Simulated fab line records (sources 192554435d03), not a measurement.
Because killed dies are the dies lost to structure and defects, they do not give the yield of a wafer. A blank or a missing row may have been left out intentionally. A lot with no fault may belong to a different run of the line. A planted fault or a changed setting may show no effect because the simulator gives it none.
Chamber matching	flow n5-finfet	4 sister chambers for N5_BEOL_M7_STRIP_19 on rie-diel-06
The step strips in O2. 8 wafers are shown with their chamber, then 10 later ones without.

== WAFERS PAIRED WITH THEIR CHAMBERS ==
wafer	chamber	drypump-motor-current-A (A)	showerhead-plenum-p-Torr (Torr)
L082.2	2	5.96	2.19
L084.1	3	5.07	1.98
L084.5	1	5.95	2.13
L085.1	3	5.06	1.98
L085.2	1	5.97	2.12
L085.6	0	5.45	2.13
L089.1	0	5.48	2.13
L089.2	2	5.96	2.19

== WAFERS WITHOUT THEIR CHAMBER ==
wafer	drypump-motor-current-A (A)	showerhead-plenum-p-Torr (Torr)
L089.5	6.00	2.12
L094.1	5.97	2.19
L094.2	5.45	2.12
L094.4	5.46	2.12
L095.2	5.45	2.12
L095.5	5.46	2.12
L095.6	5.99	2.12
L097.2	5.97	2.12
L097.4	5.98	2.18
L097.6	5.46	2.12

== THE CHAMBER EACH PASSED THROUGH ==
wafer	from the rows above	in truth
L089.5	1	1
L094.1	2	2
L094.2	0	0
L094.4	0	0
L095.2	0	0
L095.5	0	0
L095.6	1	1
L097.2	1	1
L097.4	2	2
L097.6	0	0
Correct placement for 10 of the 10. Left unplaced by these rows: 0. Placed wrongly: 0.
How it was worked out, from the rows above alone: a wafer's distance from a chamber is the root of the sum, over the readings, of the square of ((its reading less the chamber's mean) divided by the reading's scatter). The wafer belongs to the nearest chamber; if the next one is less than 2 further off, it can't be placed. Each chamber's mean is taken over the wafers shown for it. The scatter is the square root of a quotient: the sum, over the shown wafers, of each reading's squared deviation from its chamber's mean, divided by wafers minus chambers.
